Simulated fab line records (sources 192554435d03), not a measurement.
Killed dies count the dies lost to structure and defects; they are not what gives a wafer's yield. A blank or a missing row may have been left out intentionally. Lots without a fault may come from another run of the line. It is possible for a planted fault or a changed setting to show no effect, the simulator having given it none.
fab line records || flow n5_finfet
record {"lots": 5, "wafers": 15, "last_day": 18}
route steps=1938 shown BEOL_M4@1071 BEOL_M5@1112 PASSIVATION@1936
lots untouched by any fault: they come from a run of this same line in which no faults occurred
start_h: hours from the record's first day to the start of the lot's first wafer shown || wait_h: how many hours have passed since the lot's step before this one || " as in the row above || L1.1+2: several wafers, shown together as one row || - no value present, or no start provided || * or withheld: withheld || < > ~ a bound
route shown NAME@n: names a module that has steps shown in the file, with the first one's number in the route || usual: mean and standard deviation over wafers with no fault || same: alike in all rows || chamber/n: place in a boat || sites: per-site readings || _std_site: the values' standard deviation || _edge_site: the outer-site mean with the inner-site mean subtracted || radius_mm: for every site, how far away it sits from the centre of the wafer || mask NAME#n: copy n || behind: the most recent tool/chamber to have shaped the wafer || hold: why the lot was held/for how many hours/how that ended || device: the n, p or np transistor that did not switch || end of line: the tests these same wafers got at the end of their route || step lacking rows: just its recipe || killed: the dies lost at the first sort to structure and to defects; this is not the yield of the wafer || map: the dies of a wafer, with x for killed, . for not killed, _ for no die there
set.NAME: setting as actually run; set.NAME@STEP: the setting as run at that earlier step || model.NAME: the simulator's own value behind a step, which no gauge read
lots at some steps of the route; a table a step, a row a wafer
## steps
# step N5_BEOL_M4_ETCH_41
# recipe {"chemistry": "CH3F/O2", "target": "SiCN", "target_depth_a": 299, "taper_deg": 2, "time_s": 52.5, "ion_energy_ev": 120, "mask_material": "TiN", "pressure_mtorr": 30, "source_w": 395, "bias_w": 75, "Ar_flow_sccm": 150, "CH3F_flow_sccm": 30, "O2_flow_sccm": 20}
# step N5_BEOL_M4_STRIP_97
# recipe {"chemistry": "N2/H2", "time_s": 10, "power_w": 450, "temp_c": 40, "pressure_mtorr": 20, "rf_frequency_hz": 6e+07, "bias_power_w": 7, "n2_flow_sccm": 200, "h2_flow_sccm": 200}
# step N5_BEOL_M4_HM_STRIP_39
# recipe {"chemistry": "peroxide_tin_strip", "material": "TiN", "target_depth_a": 250, "temp_c": 50, "time_s": 158}
# step N5_BEOL_M4_SRD_40
# recipe {"time_s": 30, "temp_c": 23, "rinse_liquid": "diw", "dry": "ipa_marangoni"}
# step N5_BEOL_M4_PRECLEAN_42
# recipe {"chemistry": "residue_remover", "time_s": 60, "temp_c": 40}
# step N5_BEOL_M4_SRD_43
# recipe {"time_s": 30, "temp_c": 23, "rinse_liquid": "diw", "dry": "ipa_marangoni"}
# step N5_BEOL_M4_DEGAS_44
# recipe {"ambient": "vacuum", "temp_c": 250, "time_s": 60}
# step N5_BEOL_M4_PRE_CLEAN_45
# recipe {"gas": "H2/He", "time_s": 30, "temp_c": 250}
# step N5_BEOL_M4_ALD_84
# recipe {"material": "TaN", "target_thk_a": "*", "temp_c": 275, "ald_precursor_family": "PDMAT", "ald_co_reactant": "NH3", "pressure_torr": 3, "carrier_flow_sccm": 1500, "pulse_time_s": 2, "purge_time_s": 3, "co_reactant_purge_time_s": 2, "co_reactant_pulse_time_s": 3, "ald_cycles": 30, "precursor_vessel_temp_c": 75, "precursor_vessel_pressure_torr": 26.25, "precursor_vessel_carrier_sccm": 1000}
# step N5_BEOL_M4_SURFACE_TREAT_85
# recipe {"gas": "Ar", "time_s": "*", "ion_energy_ev": "*", "ion_current_ma_cm2": 0.5, "pressure_mtorr": "*", "ar_flow_sccm": 30}
# step N5_BEOL_M4_CVD_47
# recipe {"material": "Co", "target_thk_a": 30, "temp_c": "withheld", "precursor": "CCTBA/H2", "pressure_torr": 30, "time_s": 223.8}
{"lot.wafer": "L399.2+5+6", "tool": "cvd_co-01", "chamber": "1,2,0", "start_h": 231.90, "wait_h": 0.0}
{"lot.wafer": "L401.2+4+5", "tool": "cvd_co-02", "chamber": "0,1,0", "start_h": 236.45, "wait_h": 0.3}
{"lot.wafer": "L407.1+2+4", "tool": "cvd_co-01", "chamber": "1,2,1", "start_h": 299.07, "wait_h": 0.1}
{"lot.wafer": "L413.1+2+4", "tool": "cvd_co-01", "chamber": "1,2,1", "start_h": 312.80, "wait_h": 0.0}
{"lot.wafer": "L412.2+4+6", "tool": "cvd_co-01", "chamber": "0,0,2", "start_h": 318.74, "wait_h": 0.1}
# step N5_BEOL_M4_SPUTTER_48
# recipe {"material": "Cu", "target_thk_a": 45, "temp_c": -20, "chamber_pressure_pa": 0.07, "power_w": "withheld", "time_s": 8.29}
# step N5_BEOL_M4_ANNEAL_49
# recipe {"temp_c": 400, "time_s": 240, "ambient": "vacuum"}
# step N5_BEOL_M4_SPUTTER_79
# recipe {"material": "Cu", "target_thk_a": 45, "temp_c": -20, "chamber_pressure_pa": 0.07, "power_w": "withheld", "time_s": 8.29}
# step N5_BEOL_M4_ANNEAL_80
# recipe {"temp_c": 400, "time_s": 240, "ambient": "vacuum"}
# step N5_BEOL_M4_SPUTTER_81
# recipe {"material": "Cu", "target_thk_a": 45, "temp_c": -20, "chamber_pressure_pa": 0.07, "power_w": "withheld", "time_s": 8.29}
# step N5_BEOL_M4_ANNEAL_82
# recipe {"temp_c": 400, "time_s": 240, "ambient": "vacuum"}
# step N5_BEOL_M4_SPUTTER_86
# recipe {"material": "Cu", "target_thk_a": 45, "temp_c": -20, "chamber_pressure_pa": 0.07, "power_w": "withheld", "time_s": 8.29}
# step N5_BEOL_M4_ANNEAL_87
# recipe {"temp_c": 400, "time_s": 240, "ambient": "vacuum"}
# step N5_BEOL_M4_SPUTTER_88
# recipe {"material": "Cu", "target_thk_a": 45, "temp_c": -20, "chamber_pressure_pa": 0.07, "power_w": "withheld", "time_s": 8.29}
# step N5_BEOL_M4_ANNEAL_89
# recipe {"temp_c": 400, "time_s": 240, "ambient": "vacuum"}
# step N5_BEOL_M4_SPUTTER_90
# recipe {"material": "Cu", "target_thk_a": 45, "temp_c": -20, "chamber_pressure_pa": 0.07, "power_w": "withheld", "time_s": 8.29}
# step N5_BEOL_M4_ANNEAL_91
# recipe {"temp_c": 400, "time_s": 240, "ambient": "vacuum"}
# step N5_BEOL_M4_SPUTTER_92
# recipe {"material": "Cu", "target_thk_a": 45, "temp_c": -20, "chamber_pressure_pa": 0.07, "power_w": "withheld", "time_s": 8.29}
# step N5_BEOL_M4_ANNEAL_93
# recipe {"temp_c": 400, "time_s": 240, "ambient": "vacuum"}
# step N5_BEOL_M4_SPUTTER_94
# recipe {"material": "Cu", "target_thk_a": 45, "temp_c": -20, "chamber_pressure_pa": 0.07, "power_w": "withheld", "time_s": 8.29}
# step N5_BEOL_M4_ANNEAL_95
# recipe {"temp_c": 400, "time_s": 240, "ambient": "vacuum"}
# step N5_BEOL_M4_SPUTTER_96
# recipe {"material": "Cu", "target_thk_a": 45, "temp_c": -20, "chamber_pressure_pa": 0.07, "power_w": "withheld", "time_s": 8.29}
# step N5_BEOL_M4_ECD_50
# recipe {"material": "Cu", "target_thk_a": 3000}
# step N5_BEOL_M4_ANNEAL_51
# recipe {"temp_c": 225, "time_s": 90, "ambient": "N2"}
# step N5_BEOL_M4_CMP_52
# recipe {"stop_on": "SiOC", "t_overpolish_s": 6.8, "down_force_psi": 1, "platen_rpm": 50, "clearing_platen_down_force_psi": 1.5, "clearing_platen_rpm": 50, "post_cmp_clean": "cu_alkaline", "target_thk_nm": 40, "clearing_platen_pad_velocity_m_s": 0.99484, "pad_velocity_m_s": 0.99484}
# step N5_BEOL_M4_PRE_CLEAN_60
# recipe {"gas": "NH3/H2", "time_s": 15, "temp_c": "*", "rf_power_w": 300}
# step N5_BEOL_M4_CO_CAP_55
# recipe {"material": "Co", "target_thk_a": 20, "temp_c": 200, "precursor": "CCTBA/H2", "pressure_torr": 30, "time_s": 102.1}
# step N5_BEOL_M4_PRE_CLEAN_56
# recipe {"gas": "NH3", "time_s": 15, "temp_c": "withheld", "rf_power_w": 300}
# step N5_BEOL_M4_DEP_57
# recipe {"material": "SiCN", "target_thk_a": 80, "temp_c": "withheld", "precursor": "3MS/NH3", "pressure_torr": 3, "rf_w": 202, "time_s": 14}
# step N5_BEOL_M5_ILD_DEP_00
# recipe {"material": "SiCOH_lowk", "target_thk_a": 1406.4, "temp_c": 300, "precursor": "DEMS/porogen", "pressure_torr": 5, "rf_w": 500, "time_s": 25.9}
# step N5_PASSIVATION_PROBE_49
# usual {"defect_limited_yield": "91.2/1.4", "killed_at_M0_to_M3": "34/9.4", "killed_at_M4_up": "14/5.6", "killed_at_contacts": "13/7.8", "killed_at_front_end": "37/10", "killed_at_other": "4/3.3", "killed_dies": "103/17", "killed_open": "68/13", "killed_short": "33/8.2", "sort_bin_5_function": "5.1/0.92", "sort_bin_6_memory": "3.3/0.71", "sort_n_pass": "1077/17", "sort_yield_pct": "91.2/1.4"}
# same {"gross_dies": 1180, "killed_at_back_side": 0, "sort_bin_4_leakage[%]": 0, "sort_bin_8_speed[%]": 0}
{"lot.wafer": "L399.2", "tool": "prober-01", "chamber": "-", "start_h": 338.19, "wait_h": 0.1, "defect_limited_yield[%]": 89.0, "killed_at_M0_to_M3": 33, "killed_at_M4_up": 13, "killed_at_contacts": 20, "killed_at_front_end": 55, "killed_at_other": 9, "killed_dies": 130, "killed_open": 90, "killed_short": 39, "sort_bin_5_function[%]": 5.3, "sort_bin_6_memory[%]": 4.9, "sort_n_pass": 1050, "sort_yield_pct[%]": 89.0}
{"lot.wafer": "L399.5", "tool": "prober-01", "chamber": "-", "start_h": 338.34, "wait_h": 0.2, "defect_limited_yield[%]": 92.4, "killed_at_M0_to_M3": 35, "killed_at_M4_up": 13, "killed_at_contacts": 7, "killed_at_front_end": 33, "killed_at_other": 2, "killed_dies": 90, "killed_open": 59, "killed_short": 28, "sort_bin_5_function[%]": 4.2, "sort_bin_6_memory[%]": 3.3, "sort_n_pass": 1090, "sort_yield_pct[%]": 92.4}
{"lot.wafer": "L399.6", "tool": "prober-01", "chamber": "-", "start_h": 338.39, "wait_h": 0.3, "defect_limited_yield[%]": 90.4, "killed_at_M0_to_M3": 48, "killed_at_M4_up": 10, "killed_at_contacts": 10, "killed_at_front_end": 28, "killed_at_other": 17, "killed_dies": 113, "killed_open": 68, "killed_short": 44, "sort_bin_5_function[%]": 5.4, "sort_bin_6_memory[%]": 3.8, "sort_n_pass": 1067, "sort_yield_pct[%]": 90.4}
{"lot.wafer": "L401.2", "tool": "prober-02", "chamber": "-", "start_h": 347.19, "wait_h": 0.1, "defect_limited_yield[%]": 93.6, "killed_at_M0_to_M3": 22, "killed_at_M4_up": 11, "killed_at_contacts": 8, "killed_at_front_end": 34, "killed_at_other": 1, "killed_dies": 76, "killed_open": 45, "killed_short": 27, "sort_bin_5_function[%]": 3.5, "sort_bin_6_memory[%]": 2.4, "sort_n_pass": 1104, "sort_yield_pct[%]": 93.6}
{"lot.wafer": "L401.4", "tool": "prober-02", "chamber": "-", "start_h": 347.29, "wait_h": 0.2, "defect_limited_yield[%]": 90.2, "killed_at_M0_to_M3": 49, "killed_at_M4_up": 12, "killed_at_contacts": 17, "killed_at_front_end": 38, "killed_at_other": 0, "killed_dies": 116, "killed_open": 74, "killed_short": 41, "sort_bin_5_function[%]": 5.7, "sort_bin_6_memory[%]": 3.6, "sort_n_pass": 1064, "sort_yield_pct[%]": 90.2}
{"lot.wafer": "L401.5", "tool": "prober-02", "chamber": "-", "start_h": 347.34, "wait_h": 0.2, "defect_limited_yield[%]": 94.4, "killed_at_M0_to_M3": 30, "killed_at_M4_up": 1, "killed_at_contacts": 8, "killed_at_front_end": 24, "killed_at_other": 3, "killed_dies": 66, "killed_open": 43, "killed_short": 23, "sort_bin_5_function[%]": 3.0, "sort_bin_6_memory[%]": 2.2, "sort_n_pass": 1114, "sort_yield_pct[%]": 94.4}
{"lot.wafer": "L407.1", "tool": "prober-02", "chamber": "-", "start_h": 418.67, "wait_h": 0.0, "defect_limited_yield[%]": 92.4, "killed_at_M0_to_M3": 19, "killed_at_M4_up": 13, "killed_at_contacts": 16, "killed_at_front_end": 36, "killed_at_other": 6, "killed_dies": 90, "killed_open": 62, "killed_short": 26, "sort_bin_5_function[%]": 5.3, "sort_bin_6_memory[%]": 2.0, "sort_n_pass": 1090, "sort_yield_pct[%]": 92.4}
{"lot.wafer": "L407.2", "tool": "prober-02", "chamber": "-", "start_h": 418.72, "wait_h": 0.1, "defect_limited_yield[%]": 82.4, "killed_at_M0_to_M3": 35, "killed_at_M4_up": 127, "killed_at_contacts": 4, "killed_at_front_end": 33, "killed_at_other": 9, "killed_dies": 208, "killed_open": 64, "killed_short": 22, "sort_bin_5_function[%]": 11.3, "sort_bin_6_memory[%]": 4.8, "sort_n_pass": 972, "sort_yield_pct[%]": 82.4}
{"lot.wafer": "L407.4", "tool": "prober-02", "chamber": "-", "start_h": 418.82, "wait_h": 0.2, "defect_limited_yield[%]": 91.3, "killed_at_M0_to_M3": 36, "killed_at_M4_up": 7, "killed_at_contacts": 9, "killed_at_front_end": 39, "killed_at_other": 12, "killed_dies": 103, "killed_open": 63, "killed_short": 39, "sort_bin_5_function[%]": 4.4, "sort_bin_6_memory[%]": 3.9, "sort_n_pass": 1077, "sort_yield_pct[%]": 91.3}
{"lot.wafer": "L412.2", "tool": "prober-02", "chamber": "-", "start_h": 434.85, "wait_h": 0.1, "defect_limited_yield[%]": 90.1, "killed_at_M0_to_M3": 41, "killed_at_M4_up": 22, "killed_at_contacts": 19, "killed_at_front_end": 32, "killed_at_other": 3, "killed_dies": 117, "killed_open": 88, "killed_short": 28, "sort_bin_5_function[%]": 7.2, "sort_bin_6_memory[%]": 2.6, "sort_n_pass": 1063, "sort_yield_pct[%]": 90.1}
{"lot.wafer": "L412.4", "tool": "prober-02", "chamber": "-", "start_h": 434.95, "wait_h": 0.2, "defect_limited_yield[%]": 92.1, "killed_at_M0_to_M3": 36, "killed_at_M4_up": 22, "killed_at_contacts": 5, "killed_at_front_end": 28, "killed_at_other": 2, "killed_dies": 93, "killed_open": 55, "killed_short": 31, "sort_bin_5_function[%]": 4.7, "sort_bin_6_memory[%]": 2.4, "sort_n_pass": 1087, "sort_yield_pct[%]": 92.1}
{"lot.wafer": "L412.6", "tool": "prober-02", "chamber": "-", "start_h": 435.05, "wait_h": 0.3, "defect_limited_yield[%]": 83.1, "killed_at_M0_to_M3": 25, "killed_at_M4_up": 129, "killed_at_contacts": 13, "killed_at_front_end": 30, "killed_at_other": 3, "killed_dies": 200, "killed_open": 51, "killed_short": 20, "sort_bin_5_function[%]": 11.3, "sort_bin_6_memory[%]": 3.2, "sort_n_pass": 980, "sort_yield_pct[%]": 83.1}
{"lot.wafer": "L413.1", "tool": "prober-01", "chamber": "-", "start_h": 434.96, "wait_h": 0.0, "defect_limited_yield[%]": 91.2, "killed_at_M0_to_M3": 26, "killed_at_M4_up": 17, "killed_at_contacts": 20, "killed_at_front_end": 38, "killed_at_other": 3, "killed_dies": 104, "killed_open": 77, "killed_short": 25, "sort_bin_5_function[%]": 4.7, "sort_bin_6_memory[%]": 4.0, "sort_n_pass": 1076, "sort_yield_pct[%]": 91.2}
{"lot.wafer": "L413.2", "tool": "prober-01", "chamber": "-", "start_h": 435.01, "wait_h": 0.1, "defect_limited_yield[%]": 85.2, "killed_at_M0_to_M3": 16, "killed_at_M4_up": 114, "killed_at_contacts": 4, "killed_at_front_end": 33, "killed_at_other": 8, "killed_dies": 175, "killed_open": 47, "killed_short": 22, "sort_bin_5_function[%]": 9.2, "sort_bin_6_memory[%]": 3.3, "sort_n_pass": 1005, "sort_yield_pct[%]": 85.2}
{"lot.wafer": "L413.4", "tool": "prober-01", "chamber": "-", "start_h": 435.11, "wait_h": 0.2, "defect_limited_yield[%]": 89.4, "killed_at_M0_to_M3": 38, "killed_at_M4_up": 24, "killed_at_contacts": 26, "killed_at_front_end": 24, "killed_at_other": 13, "killed_dies": 125, "killed_open": 87, "killed_short": 38, "sort_bin_5_function[%]": 7.0, "sort_bin_6_memory[%]": 3.2, "sort_n_pass": 1055, "sort_yield_pct[%]": 89.4}
# killed by level:class
L399.2 STI_FIN_REVEAL:geometric_particle:open=19 MOL_CONTACT_COAG:geometric_particle:open=15 FIN_SAQP:geometric_particle:open=13 BEOL_M2:geometric_particle:open=8 FIN_SAQP:geometric_particle:short=7 BEOL_M1:geometric_particle:open=5 MOL_CONTACT_COAG:geometric_particle:short=5 BEOL_M4:geometric_particle:open=5
L399.5 BEOL_M2:geometric_particle:open=11 STI_FIN_REVEAL:geometric_particle:open=9 BEOL_M0_SAQP:geometric_particle:short=7 BEOL_M3:geometric_particle:open=7 FIN_SAQP:geometric_particle:short=6 MOL_CONTACT_COAG:geometric_particle:open=6 FIN_SAQP:geometric_particle:open=4 BEOL_M4:geometric_particle:open=4
L399.6 BEOL_M0_SAQP:geometric_particle:open=11 BEOL_M2:geometric_particle:open=11 PAD_METAL:geometric_particle:short=9 MOL_CONTACT_COAG:geometric_particle:open=7 BEOL_M4:geometric_particle:open=6 FIN_SAQP:geometric_particle:short=5 STI_FIN_REVEAL:geometric_particle:open=5 BEOL_M1:geometric_particle:open=5
L401.2 BEOL_M3:geometric_particle:open=8 BEOL_M4:geometric_particle:open=6 ILD0:geometric_particle:short=5 MOL_CONTACT_COAG:geometric_particle:open=5 STARTING-WAFER:geometric_particle:open=5 DUMMY_GATE:geometric_particle:open=4 STARTING-WAFER:geometric_particle:short=4 HKMG_FIN:area_etch=4
L401.4 BEOL_M0_SAQP:geometric_particle:short=15 MOL_CONTACT_COAG:geometric_particle:open=13 STI_FIN_REVEAL:geometric_particle:open=12 BEOL_M0:geometric_particle:short=8 DUMMY_GATE:geometric_particle:open=7 BEOL_M0_SAQP:geometric_particle:open=7 BEOL_M3:geometric_particle:open=6 FIN_SAQP:geometric_particle:open=5
L401.5 BEOL_M0_SAQP:geometric_particle:open=13 FIN_SAQP:geometric_particle:short=4 STI_FIN_REVEAL:geometric_particle:open=4 MOL_CONTACT_COAG:geometric_particle:short=4 MOL_CONTACT_COAG:geometric_particle:open=4 BEOL_M0_SAQP:geometric_particle:short=4 BEOL_M2:geometric_particle:open=4 BEOL_M3:geometric_particle:open=4
L407.1 MOL_CONTACT_COAG:geometric_particle:open=15 FIN_SAQP:geometric_particle:open=10 STI_FIN_REVEAL:geometric_particle:open=7 BEOL_M0_SAQP:geometric_particle:short=7 GATE_CUT:geometric_particle:short=4 BEOL_M4:geometric_particle:open=4 BEOL_M6:geometric_particle:open=4 SPACER0:geometric_particle:open=3
L407.2 BEOL_M4:unspecified=118 BEOL_M3:geometric_particle:open=13 FIN_SAQP:geometric_particle:open=8 STI_FIN_REVEAL:geometric_particle:open=8 BEOL_M1:geometric_particle:open=5 BEOL_M2:geometric_particle:open=5 MOL_CONTACT_COAG:geometric_particle:open=4 FIN_SAQP:geometric_particle:short=3
L407.4 FIN_SAQP:geometric_particle:open=13 MOL_CONTACT_COAG:geometric_particle:open=8 BEOL_M0_SAQP:geometric_particle:short=7 FIN_SAQP:geometric_particle:short=5 BEOL_M0_SAQP:geometric_particle:open=5 BEOL_M0:geometric_particle:short=5 BEOL_M2:geometric_particle:open=5 STI_FIN_REVEAL:geometric_particle:open=4
L412.2 MOL_CONTACT_COAG:geometric_particle:open=16 BEOL_M1:geometric_particle:open=12 BEOL_M4:geometric_particle:open=11 BEOL_M2:geometric_particle:open=10 FIN_SAQP:geometric_particle:open=9 BEOL_M3:geometric_particle:open=7 BEOL_M0_SAQP:geometric_particle:open=6 FIN_SAQP:geometric_particle:short=5
L412.4 BEOL_M3:geometric_particle:open=14 BEOL_M4:geometric_particle:open=11 FIN_SAQP:geometric_particle:short=10 BEOL_M1:geometric_particle:open=6 HKMG_FIN:area_etch=6 MOL_CONTACT_COAG:geometric_particle:open=5 BEOL_M0_SAQP:geometric_particle:open=5 BEOL_M1:geometric_particle:short=5
L413.1 MOL_CONTACT_COAG:geometric_particle:open=16 BEOL_M4:geometric_particle:open=10 DUMMY_GATE:geometric_particle:open=8 FIN_SAQP:geometric_particle:open=7 BEOL_M1:geometric_particle:open=6 BEOL_M3:geometric_particle:open=5 FIN_SAQP:geometric_particle:short=4 MOL_CONTACT_COAG:geometric_particle:short=4
L413.2 BEOL_M4:unspecified=104 BEOL_M4:geometric_particle:open=6 PAD_METAL:geometric_particle:open=6 BEOL_M0_SAQP:geometric_particle:short=5 STARTING-WAFER:geometric_particle:short=5 FIN_SAQP:geometric_particle:open=4 STI_FIN_REVEAL:geometric_particle:open=4 GATE_CUT:geometric_particle:short=4
L412.6 BEOL_M4:unspecified=120 MOL_CONTACT_COAG:geometric_particle:open=11 BEOL_M3:geometric_particle:open=9 HKMG_FIN:area_etch=9 BEOL_M1:geometric_particle:open=8 BEOL_M4:geometric_particle:open=8 FIN_SAQP:geometric_particle:short=4 BEOL_M1:geometric_particle:short=4
L413.4 MOL_CONTACT_COAG:geometric_particle:open=24 BEOL_M4:geometric_particle:open=13 BEOL_M2:geometric_particle:open=9 BEOL_M0_SAQP:geometric_particle:open=7 BEOL_M0_SAQP:geometric_particle:short=6 BEOL_M1:geometric_particle:open=6 BEOL_M3:geometric_particle:short=5 FIN_SAQP:geometric_particle:open=4
# map L407.2 (x killed, . not)
_________________....x..x....________________
______________x...............x._____________
___________...................xx...__________
__________.........x................_________
________x............x.x...x.x.x......_______
_______................x...xxx..x...xx.______
______...........x.........xxxxxxxx.x..._____
_____.x..................x.xxxxxxxxxxx...____
____......x......x........x.xxxxxxxxx.x...___
___.....xx.x............x.xxxxxxxxxx.xx.x..__
___.......x.............xxxxxxxxxxxxxxx....__
__..x..............xx...x.xxxxxxxxxxx......._
__x.....................xxxxxxxxxxxxx..x...._
_......................x.xxxxxxxxxxxx...x....
_..............xx......x..xxxxxxxxxx.........
_......x.........x..........x.xxx.x...xx..xx.
_....................x...xx...x..............
_x......x...................x......xx........
_....x....x.....x..x.....................x...
_............................x..x............
_.x..............x.......xxx.................
__...........................x....x...x....._
__..............x............x.x........x..._
___..x.............x................x...x..__
___....xx.....................x.x..........__
____......x............xx.......x.x.......___
_____.......x............................____
______...............xx................x_____
_______........................x.......______
________..x..........................._______
__________..............x..........._________
___________..........x........x....__________
______________.......x.........._____________
_________________............________________
# map L412.6 (x killed, . not)
_________________..x.........________________
______________.................._____________
___________......x..x..............__________
__________.x........................_________
________.....x.........x...x..x.x.x..x_______
_______................x....xxx.xx..xx.______
______.....x.xx..x.......x....xxxxxx.xx._____
_____................xxx...xxxxxxxxxxx...____
____..x..x..x.............xxxxxxxxxxx....x___
___...................x..xxxxxxxxxxxxxxxx..__
___..........x...........xxxxxxxxxxxx.....x__
__...............x..x....xxxxxxxxxxxxxxx...._
__.......................xxxxxxxxxxxx......._
_....x....x..............x.xxxxxxxxx..x......
_..........................xxxxxxxx.xx.......
_..............................xxxx........x.
_............................x.x.xx..........
_.........................x............x.....
_..x...............x.........................
_....x...x.......x................x..x....x..
_......x...............x.....................
__..........................x..............._
__...........x......x..xx..................._
___.x......................................__
___.......................................x__
____........x.............................___
_____.x.x.............x..x...............____
______..........................x..x...._____
_______.x...x...x........xx............______
________xx.x.x..x....x..........x....._______
__________.x............xx.........._________
___________.............x...x......__________
______________x.x..x........x..._____________
_________________............________________
## key
first_sign {"step": "N5_PASSIVATION_PROBE_49", "reading": "killed_at_M4_up", "direction": "up", "sigmas": 19, "usual": 14, "struck": 123}
effect {"step": "N5_PASSIVATION_PROBE_49", "reading": "defect_limited_yield", "direction": "down", "sigmas": 5.3, "usual": 91.2, "struck": 83.5}
more_kills_born_at {"N5_BEOL_M4_CVD_47@cvd_co-01": 342}
met_at N5_BEOL_M4_CVD_47
struck_wafers L407.2,L412.6,L413.2
onset_between 231.90 299.07
fault {"kind": "chamber_particle_source", "tool": "cvd_co-01", "chamber": 2, "onset_h": 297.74, "steps": "N5_BEOL_M4_CVD_47", "rate_per_visit_cm2": 0.54529, "end_h": 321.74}
